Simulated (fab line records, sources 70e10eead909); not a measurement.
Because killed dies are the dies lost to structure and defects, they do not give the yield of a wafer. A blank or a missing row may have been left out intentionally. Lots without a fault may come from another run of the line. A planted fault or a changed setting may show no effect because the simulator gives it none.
Chamber matching | flow nand-harc | rie-diel-04 running NHARC_A_STAIRCASE_TRIM_220: 4 sister chambers
The step chemistry O2, time 211.2 s. 4 wafers are shown with their chamber, then 9 later ones without.

== WAFERS WITH THEIR CHAMBER ==
wafer  | chamber | drypump-motor-current-A (A)
L082.5 | 1       | 5.7
L086.1 | 0       | 5.6
L086.3 | 3       | 5.0
L086.5 | 2       | 5.9

== WAFERS WITH NO CHAMBER GIVEN ==
wafer  | drypump-motor-current-A (A)
L088.2 | 5.0
L088.4 | 6.0
L088.6 | 5.0
L089.1 | 6.0
L089.3 | 5.6
L089.4 | 5.7
L094.2 | 5.0
L094.5 | 6.0
L094.6 | 5.0

== WHICH CHAMBER EACH ONE RAN IN ==
wafer  | from the rows above     | in truth
L088.2 | 3                       | 3
L088.4 | 2                       | 2
L088.6 | 3                       | 3
L089.1 | 2                       | 2
L089.3 | can't be placed: 0 or 1 | 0
L089.4 | can't be placed: 1 or 0 | 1
L094.2 | 3                       | 3
L094.5 | 2                       | 2
L094.6 | 3                       | 3
Correctly placed: 7 of 9. Can't be placed from these rows: 2 (the true chamber is among the candidates in 2). Wrongly placed: 0.
How it was worked out, from the rows above alone: a wafer's distance from a chamber is the root of the sum, over the readings, of the square of ((its reading less the chamber's mean) divided by the reading's scatter). The wafer belongs to the nearest chamber; if the next one is less than 2 further off, it can't be placed. Each chamber's mean is taken over the wafers shown for it. The scatter: root of mean squared gap, hidden wafer to nearest shown wafer, with one shown wafer a chamber.
